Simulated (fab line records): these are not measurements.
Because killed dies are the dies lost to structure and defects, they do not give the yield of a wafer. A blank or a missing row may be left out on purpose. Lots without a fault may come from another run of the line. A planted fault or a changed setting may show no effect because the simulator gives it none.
fab line records    flow n5_finfet
record: lots: 7  wafers: 21
route steps=1938 shown BEOL_M2@890 BEOL_M3@960 BEOL_M4@1021
start_h: hours from the record's first day to the start of the lot's first wafer shown    wait_h: how many hours have passed since the lot's step before this one    " as in the row above    L1.1+2: several wafers, shown together as one row    - no value present, or no start provided    * or withheld: withheld    < > ~ a bound
route shown NAME@n: names a module that has steps shown in the file, with the first one's number in the route    usual: mean/standard deviation of fault-free wafers    same: alike in all rows    chamber/n: place in a boat    sites: readings site by site    _std_site: standard deviation across them    _edge_site: the outer-site mean with the inner-site mean subtracted    radius_mm: how far each site lies from the wafer's centre    mask NAME#n: copy n    behind: the tool/chamber that last shaped the wafer    hold: the reason the lot was held/the length of the hold in hours/how it ended    device: transistor that didn't switch, given as n, p or np    end of line: at the end of the route, the tests of the same wafers    where a step has no rows: the recipe by itself    killed: at the first sort, the dies lost to defects and structure; wafer yield is something else    map: per-die view of a wafer (x killed, . not killed, _ where there is no die)
set.NAME: setting as actually run; set.NAME@STEP: the setting as run at that earlier step    model.NAME: the simulator's own value behind a step, which no gauge read
lots where settings were altered on purpose, with a table for each step and a row for each wafer
== steps ==
step: N5_BEOL_M2_TRENCH_ETCH_37
recipe: chemistry: C4F6/O2  target_depth_a: 555.55  target: SiOC  time_s: 29.2  ion_energy_ev: 250  pressure_mtorr: 30  source_w: 355  bias_w: 185  Ar_flow_sccm: 300  C4F6_flow_sccm: 10  O2_flow_sccm: 10
usual: rf_vpp_V: 668/8.3
lot.wafer  tool         chamber  start_h  wait_h  set.source_w  rf_vpp_V  model.BEOL_M2.feature_depth_nm  model.etch.depth_nm
L076.2     rie_diel-01  2        -        -       400.1         640       58.4                            58.38
L076.4     "            0        "        "       355           668       56.8                            56.77
L076.5     "            0        "        "       400.1         628       59                              59.06
L082.1     rie_diel-01  0        -        -       336.6         687       55.4                            55.4
L082.2     "            3        "        "       355           674       56.8                            56.72
L082.3     "            1        "        "       336.6         677       55.2                            55.11
L086.2     rie_diel-01  2        -        -       355           680       55.6                            55.5
L086.5     "            3        "        "       305.4         726       52.2                            52.28
L086.6     "            0        "        "       355           668       55.4                            55.48
L087.2     rie_diel-04  3        -        -       355           658       56.2                            56.26
L087.3     "            0        "        "       355           677       56.6                            56.68
L087.6     "            1        "        "       355           667       54.8                            54.74
L088.4     rie_diel-04  3        -        -       355           658       56.4                            56.38
L088.5     "            0        "        "       355           677       57.6                            57.5
L088.6     "            3        "        "       355           657       56                              55.99
L089.1     rie_diel-01  2        -        -       377.8         658       56.8                            56.81
L089.5     "            0        "        "       355           667       55.8                            55.89
L089.6     "            3        "        "       355           672       56.2                            56.14
L091.3     rie_diel-01  1        -        -       407.3         615       58.8                            58.71
L091.4     "            2        "        "       355           680       55.2                            55.29
L091.5     "            1        "        "       355           658       56                              56.1
step: N5_BEOL_M2_ETCH_41
recipe: chemistry: CH3F/O2  target: SiCN  target_depth_a: 299  taper_deg: 2  time_s: 52.5  ion_energy_ev: 120  mask_material: TiN  pressure_mtorr: 30  source_w: 395  bias_w: 75  Ar_flow_sccm: 150  CH3F_flow_sccm: 30  O2_flow_sccm: 20
step: N5_BEOL_M2_STRIP_97
recipe: chemistry: N2/H2  time_s: 10  power_w: 450  temp_c: 40  pressure_mtorr: 20  rf_frequency_hz: 6e+07  bias_power_w: 7  n2_flow_sccm: 200  h2_flow_sccm: 200
step: N5_BEOL_M2_OCD_MEAS_38
usual: trench_depth_nm: 55.9/0.9
lot.wafer  tool    chamber  start_h  wait_h  set.source_w@BEOL_M2_TRENCH_ETCH_37  trench_depth_nm
L076.2     ocd-02  -        152.97   -       400.1                                58.1
L076.4     "       -        "        "       355                                  57.1
L076.5     "       -        "        "       400.1                                59.5
L082.1     ocd-01  -        182.40   -       336.6                                55.8
L082.2     "       -        "        "       355                                  57.1
L082.3     "       -        "        "       336.6                                55.5
L086.2     ocd-01  -        215.10   -       355                                  55.6
L086.5     "       -        "        "       305.4                                52.2
L086.6     "       -        "        "       355                                  55.1
L087.2     ocd-01  -        215.27   -       355                                  56.2
L087.3     "       -        "        "       355                                  56.3
L087.6     "       -        "        "       355                                  55.2
L088.4     ocd-02  -        215.75   -       355                                  56.1
L088.5     "       -        "        "       355                                  57.4
L088.6     "       -        "        "       355                                  55.9
L089.1     ocd-02  -        236.14   -       377.8                                56.8
L089.5     "       -        "        "       355                                  55.9
L089.6     "       -        "        "       355                                  56.4
L091.3     ocd-02  -        244.45   -       407.3                                58.9
L091.4     "       -        "        "       355                                  55.5
L091.5     "       -        "        "       355                                  56.0
step: N5_BEOL_M3_COAT_22
recipe: resist: CAR-EUV  spin_rpm: 1500  resist_thk_nm: 30
lot.wafer   tool            chamber  start_h  wait_h  set.spin_rpm  model.CAR-EUV_of_BEOL_M3_COAT_22.thk_nm
L076.2+4    litho_track-02  0        -        -       1500          30
L076.5      "               0        "        "       1347          31.6
L082.1      litho_track-02  0        -        -       1500          30
L082.2      "               0        "        "       1581          29.4
L082.3      "               0        "        "       1500          30.2
L086.2+6    litho_track-01  0        -        -       1544          29.6
L086.5      "               0        "        "       1500          30
L087.2+3+6  litho_track-03  0        -        -       1500          30
L088.4      litho_track-01  0        -        -       1500          30
L088.5      "               0        "        "       1500          30.2
L088.6      "               0        "        "       1650          28.6
L089.1      litho_track-01  0        -        -       1500          30
L089.5      "               0        "        "       1639          28.8
L089.6      "               0        "        "       1500          30.2
L091.3+4    litho_track-03  0        -        -       1378          31.2
L091.5      "               0        "        "       1500          30
step: N5_BEOL_M3_EBR_24
recipe: solvent: PGMEA  ebr_width_mm: 1.5
step: N5_BEOL_M3_SOFTBAKE_23
recipe: temp_c: 110  time_s: 60  resist: CAR-EUV
step: N5_BEOL_M3_DESCUM_33
recipe: chemistry: O2  time_s: 7  source_power_w: 50  bias_power_w: 20  pressure_mtorr: 20  rf_frequency_hz: 2.712e+07  temp_c: 40  resist: CAR-EUV  o2_flow_sccm: 225
lot.wafer   tool         chamber  start_h  wait_h  set.spin_rpm@BEOL_M3_COAT_22  model.CAR-EUV_of_BEOL_M3_COAT_22.thk_nm
L076.2+4    rie_diel-06  1,3      160.57   0.0     1500                          26
L076.5      "            1        "        "       1347                          27.8
L082.1+3    rie_diel-03  3,0      190.44   0.0     1500                          26.2
L082.2      "            1        "        "       1581                          25.4
L086.2+6    rie_diel-05  3        222.33   0.6     1544                          25.6
L086.5      "            1        "        "       1500                          26.2
L087.2+3+6  rie_diel-03  1,2,1    223.07   0.0     1500                          26.2
L088.4+5    rie_diel-05  0,3      223.34   0.1     1500                          26.2
L088.6      "            1        "        "       1650                          24.8
L089.1+6    rie_diel-03  3,0      245.19   0.1     1500                          26.2
L089.5      "            3        "        "       1639                          24.8
L091.3+4    rie_diel-06  0,3      250.14   0.0     1378                          27.4
L091.5      "            1        "        "       1500                          26
step: N5_BEOL_M4_ILD_DEP_00
recipe: material: SiOC  target_thk_a: 790  temp_c: 350  precursor: DEMS/O2  pressure_torr: 5  rf_w: 500  time_s: 15.3
lot.wafer  tool      chamber  start_h  wait_h  set.time_s  model.SiOC_of_BEOL_M4_ILD_DEP_00.thk_nm
L076.2     pecvd-01  0        168.84   0.0     16.44       84.4
L076.4     "         0        "        "       15.3        80.6
L076.5     "         1        "        "       16.44       84.6
L082.1     pecvd-01  0        199.95   0.0     15.3        79
L082.2     "         1        "        "       13.67       69.4
L082.3     "         2        "        "       13.67       70.8
L086.2     pecvd-01  2        233.01   0.0     15.3        78.4
L086.5     "         2        "        "       15.3        80.4
L086.6     "         0        "        "       15.3        79.8
L088.4     pecvd-04  0        234.85   0.1     15.3        80.6
L088.5     "         1        "        "       15.3        80.2
L088.6     "         2        "        "       15.3        80.4
L087.2     pecvd-01  0        235.34   0.0     15.3        78.8
L087.3     "         2        "        "       15.3        78.6
L087.6     "         0        "        "       15.3        80.2
L089.1     pecvd-04  0        251.12   0.0     14.29       73.6
L089.5     "         0        "        "       14.29       74.6
L089.6     "         1        "        "       15.3        79
L091.3     pecvd-01  0        261.10   0.0     14.42       74.8
L091.4     "         1        "        "       15.3        80.6
L091.5     "         0        "        "       14.42       76.8
step: N5_BEOL_M4_THK_MEAS_01
recipe: reads: SiOC_of_BEOL_M4_ILD_DEP_00
usual: M4_ILD_THK: 79.3/0.9
lot.wafer  tool           chamber  start_h  wait_h  set.time_s@BEOL_M4_ILD_DEP_00  M4_ILD_THK[nm]
L076.2     film_metro-02  -        168.91   0.1     16.44                          84.4
L076.4     "              -        "        "       15.3                           80.7
L076.5     "              -        "        "       16.44                          84.7
L082.1     film_metro-02  -        200.02   0.0     15.3                           78.9
L082.2     "              -        "        "       13.67                          69.3
L082.3     "              -        "        "       13.67                          70.8
L086.2     film_metro-02  -        233.07   0.1     15.3                           78.4
L086.5     "              -        "        "       15.3                           80.5
L086.6     "              -        "        "       15.3                           79.8
L088.4     film_metro-02  -        234.90   0.0     15.3                           80.7
L088.5     "              -        "        "       15.3                           80.1
L088.6     "              -        "        "       15.3                           80.3
L087.2     film_metro-02  -        235.41   0.1     15.3                           78.7
L087.3     "              -        "        "       15.3                           78.6
L087.6     "              -        "        "       15.3                           80.1
L089.1     film_metro-02  -        251.19   0.0     14.29                          73.6
L089.5     "              -        "        "       14.29                          74.5
L089.6     "              -        "        "       15.3                           79.0
L091.3     film_metro-01  -        261.17   0.1     14.42                          74.8
L091.4     "              -        "        "       15.3                           80.7
L091.5     "              -        "        "       14.42                          76.9
step: N5_BEOL_M4_HM_DEP_02
recipe: material: TiN  target_thk_a: 200  temp_c: 25  chamber_pressure_pa: 0.49996
lot.wafer  tool            chamber  start_h  wait_h  set.target_thk_a  model.TiN_of_BEOL_M4_HM_DEP_02.thk_nm
L076.2     pvd_sputter-01  -        171.41   2.4     200               20
L076.4+5   "               -        "        "       200               19.8
L082.1+2   pvd_sputter-03  -        201.12   1.0     179.7             18.2
L082.3     "               -        "        "       200               20.2
L086.2+5   pvd_sputter-03  -        233.91   0.8     200               20
L086.6     "               -        "        "       176.3             17.6
L088.4+5   pvd_sputter-03  -        235.95   1.0     213.8             21.4
L088.6     "               -        "        "       200               20.2
L087.2+3   pvd_sputter-01  -        235.97   0.5     200               20
L087.6     "               -        "        "       200               20.2
L089.1+6   pvd_sputter-03  -        254.31   3.1     221.2             22.2
L089.5     "               -        "        "       200               20.4
L091.3     pvd_sputter-01  -        262.82   1.6     200               20
L091.4+5   "               -        "        "       219.7             22
step: N5_BEOL_M4_COAT_61
recipe: resist: SOC  temp_c: 250  time_s: 60  spin_rpm: 1500  resist_thk_nm: 60
step: N5_BEOL_M4_COAT_62
recipe: resist: SiARC  temp_c: 220  time_s: 60  spin_rpm: 1500  resist_thk_nm: 12
step: N5_BEOL_M4_STRIP_75
recipe: chemistry: N2/H2  temp_c: 40  n2_flow_sccm: 200  h2_flow_sccm: 200  rf_frequency_hz: 6e+07
step: N5_BEOL_M4_STRIP_66
recipe: chemistry: CF4  resist: SiARC  power_w: 300  bias_power_w: 75  pressure_mtorr: 50  cf4_flow_sccm: 150  rf_frequency_hz: 6e+07
step: N5_BEOL_M4_HM_OPEN_17
recipe: chemistry: Cl2/BCl3  target_depth_a: 200  overetch_a: 60  target: TiN  mask_material: SOC  ion_energy_ev: 150  pressure_mtorr: 10  icp_w: 1000  bias_w: 126  Cl2_flow_sccm: 53.25  bcl3_flow_sccm: 21.75  Ar_flow_sccm: 25
lot.wafer  tool          chamber  start_h  wait_h  set.target_thk_a@BEOL_M4_HM_DEP_02  model.etch.depth_nm
L076.2     rie_metal-02  0        172.42   0.0     200                                 19.98
L076.4     "             1        "        "       200                                 19.9
L076.5     "             0        "        "       200                                 19.75
L082.1+2   rie_metal-01  1,0      201.89   0.0     179.7                               18.2
L082.3     "             0        "        "       200                                 20.28
L086.2     rie_metal-02  1        235.02   0.0     200                                 20.1
L086.5     "             1        "        "       200                                 20.02
L086.6     "             0        "        "       176.3                               17.69
L088.4     rie_metal-02  1        236.87   0.1     213.8                               21.47
L088.5     "             1        "        "       213.8                               21.3
L088.6     "             0        "        "       200                                 20.13
L087.2     rie_metal-01  0        236.94   0.0     200                                 20.07
L087.3     "             1        "        "       200                                 20.08
L087.6     "             0        "        "       200                                 20.12
L089.1+6   rie_metal-01  0        255.21   0.0     221.2                               22.25
L089.5     "             1        "        "       200                                 20.3
L091.3     rie_metal-03  1        264.19   0.1     200                                 19.99
L091.4     "             0        "        "       219.7                               22.03
L091.5     "             0        "        "       219.7                               22.06
step: N5_BEOL_M4_TRENCH_ETCH_37
recipe: chemistry: C4F6/O2  target_depth_a: 555.55  target: SiOC  time_s: 29.2  ion_energy_ev: 250  pressure_mtorr: 30  source_w: 355  bias_w: 185  Ar_flow_sccm: 300  C4F6_flow_sccm: 10  O2_flow_sccm: 10
lot.wafer  tool         chamber  start_h  wait_h  set.time_s  set.target_thk_a@BEOL_M4_HM_DEP_02  model.BEOL_M4.feature_depth_nm  model.etch.depth_nm  model.TiN_of_BEOL_M4_HM_DEP_02.thk_nm
L076.2     rie_diel-04  1        -        -       29.2        200                                 54.2                            54.28                17.6
L076.4     "            2        "        "       29.2        200                                 55.6                            55.53                17.6
L076.5     "            2        "        "       29.2        200                                 55.8                            55.85                17.4
L082.1     rie_diel-01  3        -        -       29.2        179.7                               57                              57                   15.8
L082.2     "            1        "        "       29.2        179.7                               56.4                            56.45                15.8
L082.3     "            2        "        "       22.79       200                                 44                              44.09                18.4
L086.2     rie_diel-01  2        -        -       29.2        200                                 56                              55.91                17.8
L086.5     "            0        "        "       26.08       200                                 50.4                            50.33                18
L086.6     "            3        "        "       26.08       176.3                               50.4                            50.31                15.6
L088.4     rie_diel-02  0        -        -       24.96       213.8                               46.8                            46.78                19.6
L088.5     "            1        "        "       29.2        213.8                               55.8                            55.8                 19
L088.6     "            0        "        "       29.2        200                                 55.2                            55.29                17.8
L087.2     rie_diel-04  3        -        -       29.2        200                                 55.6                            55.55                17.8
L087.3     "            0        "        "       29.2        200                                 56.4                            56.44                17.6
L087.6     "            0        "        "       29.2        200                                 56.8                            56.87                17.8
L089.1     rie_diel-01  2        -        -       29.2        221.2                               56.4                            56.44                19.8
L089.5     "            0        "        "       29.2        200                                 57.2                            57.2                 17.8
L089.6     "            3        "        "       29.2        221.2                               57.2                            57.13                19.8
L091.3     rie_diel-02  3        -        -       29.2        200                                 55.8                            55.74                17.6
L091.4     "            0        "        "       29.2        219.7                               54.6                            54.64                19.8
L091.5     "            2        "        "       29.2        219.7                               55.4                            55.36                19.8
step: N5_BEOL_M4_ETCH_41
recipe: chemistry: CH3F/O2  target: SiCN  target_depth_a: 299  taper_deg: 2  time_s: 52.5  ion_energy_ev: 120  mask_material: TiN  pressure_mtorr: 30  source_w: 395  bias_w: 75  Ar_flow_sccm: 150  CH3F_flow_sccm: 30  O2_flow_sccm: 20
step: N5_BEOL_M4_STRIP_97
recipe: chemistry: N2/H2  time_s: 10  power_w: 450  temp_c: 40  pressure_mtorr: 20  rf_frequency_hz: 6e+07  bias_power_w: 7  n2_flow_sccm: 200  h2_flow_sccm: 200
step: N5_BEOL_M4_OCD_MEAS_38
usual: trench_depth_nm: 55.7/0.86
lot.wafer  tool    chamber  start_h  wait_h  set.time_s@BEOL_M4_TRENCH_ETCH_37  trench_depth_nm
L076.2     ocd-01  -        174.83   -       29.2                               54.2
L076.4     "       -        "        "       29.2                               55.6
L076.5     "       -        "        "       29.2                               55.8
L082.1     ocd-01  -        209.31   -       29.2                               57.0
L082.2     "       -        "        "       29.2                               56.4
L082.3     "       -        "        "       22.79                              44.0
L086.2     ocd-01  -        236.61   -       29.2                               55.0
L086.5     "       -        "        "       26.08                              50.4
L086.6     "       -        "        "       26.08                              50.4
L088.4     ocd-02  -        239.25   -       24.96                              46.8
L088.5     "       -        "        "       29.2                               55.8
L088.6     "       -        "        "       29.2                               55.7
L087.2     ocd-02  -        239.39   -       29.2                               56.0
L087.3     "       -        "        "       29.2                               56.4
L087.6     "       -        "        "       29.2                               56.9
L089.1     ocd-02  -        259.25   -       29.2                               56.9
L089.5     "       -        "        "       29.2                               57.5
L089.6     "       -        "        "       29.2                               56.9
L091.3     ocd-01  -        267.11   -       29.2                               55.6
L091.4     "       -        "        "       29.2                               55.0
L091.5     "       -        "        "       29.2                               55.7
step: N5_BEOL_M4_SURFACE_TREAT_85
recipe: gas: Ar  time_s: *  ion_energy_ev: *  ion_current_ma_cm2: 0.5  pressure_mtorr: *  ar_flow_sccm: 30
lot.wafer   tool            chamber  start_h  wait_h  set.time_s
L076.2+4+5  pvd_sputter-02  -        175.44   0.2     *
L082.1+2+3  pvd_sputter-01  -        210.53   0.2     *
L086.2+6    pvd_sputter-02  -        237.53   0.4     *
L086.5      "               -        "        "       *
L088.4      pvd_sputter-01  -        240.21   0.1     *
L088.5+6    "               -        "        "       *
L087.2+3+6  pvd_sputter-01  -        241.01   0.4     *
L089.1+5    pvd_sputter-03  -        260.13   0.2     *
L089.6      "               -        "        "       *
L091.3      pvd_sputter-03  -        268.69   0.2     *
L091.4+5    "               -        "        "       *
step: N5_BEOL_M4_CVD_47
recipe: material: Co  target_thk_a: 30  temp_c: withheld  precursor: CCTBA/H2  pressure_torr: 30  time_s: 223.8
step: N5_BEOL_M4_SPUTTER_48
recipe: material: Cu  target_thk_a: 45  temp_c: -20  chamber_pressure_pa: 0.07  power_w: withheld  time_s: 8.29
step: N5_BEOL_M4_ECD_50
recipe: material: Cu  target_thk_a: 3000
step: N5_BEOL_M4_ANNEAL_51
recipe: temp_c: 225  time_s: 90  ambient: N2
step: N5_BEOL_M4_CMP_52
recipe: stop_on: SiOC  t_overpolish_s: 6.8  down_force_psi: 1  platen_rpm: 50  clearing_platen_down_force_psi: 1.5  clearing_platen_rpm: 50  post_cmp_clean: cu_alkaline  target_thk_nm: 40  clearing_platen_pad_velocity_m_s: 0.99484  pad_velocity_m_s: 0.99484
lot.wafer  tool    chamber  start_h  wait_h  set.time_s@BEOL_M4_TRENCH_ETCH_37  model.Cu_of_BEOL_M4_ECD_50.thk_nm
L076.4     cmp-01  1        179.37   0.2     29.2                               40
L076.2     "       2        "        "       29.2                               40.8
L076.5     "       1        "        "       29.2                               41.2
L082.2     cmp-02  0        213.04   0.2     29.2                               41.8
L082.3     "       1        "        "       22.79                              28.6
L082.1     "       2        "        "       29.2                               42.2
L086.2     cmp-02  1        240.59   0.2     29.2                               41.4
L086.5     "       1        "        "       26.08                              35
L086.6     "       2        "        "       26.08                              36.2
L088.4     cmp-02  3        242.83   0.2     24.96                              32.4
L088.6     "       0        "        "       29.2                               38.8
L088.5     "       1        "        "       29.2                               40.8
L087.3     cmp-01  1        243.50   0.2     29.2                               41.6
L087.2     "       0        "        "       29.2                               40
L087.6     "       1        "        "       29.2                               41.8
L089.1+6   cmp-03  3        262.62   0.3     29.2                               41.8
L089.5     "       0        "        "       29.2                               41.4
L091.4     cmp-01  2        271.54   0.3     29.2                               38.8
L091.3     "       3        "        "       29.2                               40.8
L091.5     "       2        "        "       29.2                               39.8
step: N5_BEOL_M4_THK_MEAS_53
recipe: thk_meas_gauge: xrf  reads: Cu_of_BEOL_M4_ECD_50
usual: M4_THK: 39.3/1.2
lot.wafer  tool           chamber  start_h  wait_h  set.time_s@BEOL_M4_TRENCH_ETCH_37  M4_THK[nm]
L076.2     film_metro-01  -        179.63   -       29.2                               39.9
L076.4     "              -        "        "       29.2                               38.9
L076.5     "              -        "        "       29.2                               40.2
L082.1     film_metro-02  -        213.30   -       29.2                               41.2
L082.2     "              -        "        "       29.2                               40.9
L082.3     "              -        "        "       22.79                              28.1
L086.2     film_metro-02  -        240.88   -       29.2                               40.8
L086.5     "              -        "        "       26.08                              34.4
L086.6     "              -        "        "       26.08                              35.5
L088.4     film_metro-01  -        243.01   -       24.96                              31.5
L088.5     "              -        "        "       29.2                               39.7
L088.6     "              -        "        "       29.2                               37.7
L087.2     film_metro-02  -        243.80   -       29.2                               39.7
L087.3     "              -        "        "       29.2                               41.4
L087.6     "              -        "        "       29.2                               41.4
L089.1     film_metro-02  -        262.91   -       29.2                               40.9
L089.5     "              -        "        "       29.2                               40.4
L089.6     "              -        "        "       29.2                               40.6
L091.3     film_metro-01  -        271.79   -       29.2                               39.8
L091.4     "              -        "        "       29.2                               37.8
L091.5     "              -        "        "       29.2                               38.6
step: N5_BEOL_M4_PRE_CLEAN_60
recipe: gas: NH3/H2  time_s: 15  temp_c: *  rf_power_w: 300
step: N5_BEOL_M4_CO_CAP_55
recipe: material: Co  target_thk_a: 20  temp_c: 200  precursor: CCTBA/H2  pressure_torr: 30  time_s: 102.1
step: N5_BEOL_M4_PRE_CLEAN_56
recipe: gas: NH3  time_s: 15  temp_c: withheld  rf_power_w: 300
step: N5_BEOL_M4_DEP_57
recipe: material: SiCN  target_thk_a: 80  temp_c: withheld  precursor: 3MS/NH3  pressure_torr: 3  rf_w: 202  time_s: 14
step: N5_BEOL_M4_RS_MEAS_58
recipe: thk_meas_gauge: four-point-probe  reads: Co_of_BEOL_M4_CO_CAP_55+Cu_of_BEOL_M4_ECD_50+Co_of_BEOL_M4_CVD_47+TaN_of_BEOL_M4_ALD_84
usual: M4_RS: 0.668/0.026
lot.wafer  tool           chamber  start_h  wait_h  set.time_s@BEOL_M4_TRENCH_ETCH_37  M4_RS[ohm/sq]
L076.2     film_metro-01  -        179.92   0.1     29.2                               0.652
L076.4     "              -        "        "       29.2                               0.669
L076.5     "              -        "        "       29.2                               0.643
L082.1     film_metro-01  -        213.59   0.1     29.2                               0.624
L082.2     "              -        "        "       29.2                               0.630
L082.3     "              -        "        "       22.79                              1.038
L086.2     film_metro-01  -        241.14   0.1     29.2                               0.637
L086.5     "              -        "        "       26.08                              0.793
L086.6     "              -        "        "       26.08                              0.762
L088.4     film_metro-01  -        243.27   0.0     24.96                              0.878
L088.5     "              -        "        "       29.2                               0.653
L088.6     "              -        "        "       29.2                               0.697
L087.2     film_metro-01  -        244.06   0.1     29.2                               0.668
L087.3     "              -        "        "       29.2                               0.633
L087.6     "              -        "        "       29.2                               0.632
L089.1     film_metro-02  -        264.89   0.0     29.2                               0.631
L089.5     "              -        "        "       29.2                               0.640
L089.6     "              -        "        "       29.2                               0.634
L091.3     film_metro-01  -        272.05   0.1     29.2                               0.650
L091.4     "              -        "        "       29.2                               0.697
L091.5     "              -        "        "       29.2                               0.673
== key ==
split: step: N5_BEOL_M2_TRENCH_ETCH_37  setting: source_w  stated: 355  by: wafer
response: step: N5_BEOL_M2_TRENCH_ETCH_37  reading: rf_vpp_V  change: -3.23  per: 1%  r: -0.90
response: step: N5_BEOL_M2_TRENCH_ETCH_37  reading: model.BEOL_M2.feature_depth_nm  change: +0.203  per: 1%  r: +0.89
response: step: N5_BEOL_M2_TRENCH_ETCH_37  reading: model.etch.depth_nm  change: +0.198  per: 1%  r: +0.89
response: step: N5_BEOL_M2_OCD_MEAS_38  reading: trench_depth_nm  change: +0.194  per: 1%  r: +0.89
split: step: N5_BEOL_M3_COAT_22  setting: spin_rpm  stated: 1500  by: wafer
response: step: N5_BEOL_M3_COAT_22  reading: model.CAR-EUV_of_BEOL_M3_COAT_22.thk_nm  change: -0.147  per: 1%  r: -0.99
response: step: N5_BEOL_M3_DESCUM_33  reading: model.CAR-EUV_of_BEOL_M3_COAT_22.thk_nm  change: -0.159  per: 1%  r: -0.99
split: step: N5_BEOL_M4_ILD_DEP_00  setting: time_s  stated: 15.3  by: wafer
response: step: N5_BEOL_M4_ILD_DEP_00  reading: model.SiOC_of_BEOL_M4_ILD_DEP_00.thk_nm  change: +0.748  per: 1%  r: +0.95
response: step: N5_BEOL_M4_THK_MEAS_01  reading: M4_ILD_THK  change: +0.748  per: 1%  r: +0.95
split: step: N5_BEOL_M4_HM_DEP_02  setting: target_thk_a  stated: 200  by: wafer
response: step: N5_BEOL_M4_HM_DEP_02  reading: model.TiN_of_BEOL_M4_HM_DEP_02.thk_nm  change: +0.191  per: 1%  r: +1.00
response: step: N5_BEOL_M4_HM_OPEN_17  reading: model.etch.depth_nm  change: +0.197  per: 1%  r: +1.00
response: step: N5_BEOL_M4_TRENCH_ETCH_37  reading: model.TiN_of_BEOL_M4_HM_DEP_02.thk_nm  change: +0.214  per: 1%  r: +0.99
split: step: N5_BEOL_M4_TRENCH_ETCH_37  setting: time_s  stated: 29.2  by: wafer
response: step: N5_BEOL_M4_TRENCH_ETCH_37  reading: model.BEOL_M4.feature_depth_nm  change: +0.576  per: 1%  r: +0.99
response: step: N5_BEOL_M4_TRENCH_ETCH_37  reading: model.etch.depth_nm  change: +0.576  per: 1%  r: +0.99
response: step: N5_BEOL_M4_OCD_MEAS_38  reading: trench_depth_nm  change: +0.57  per: 1%  r: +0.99
response: step: N5_BEOL_M4_CMP_52  reading: model.Cu_of_BEOL_M4_ECD_50.thk_nm  change: +0.575  per: 1%  r: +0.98
response: step: N5_BEOL_M4_THK_MEAS_53  reading: M4_THK  change: +0.557  per: 1%  r: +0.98
response: step: N5_BEOL_M4_RS_MEAS_58  reading: M4_RS  change: -0.0167  per: 1%  r: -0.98
split: step: N5_BEOL_M4_SURFACE_TREAT_85  setting: time_s  stated: *  by: wafer
response none clear
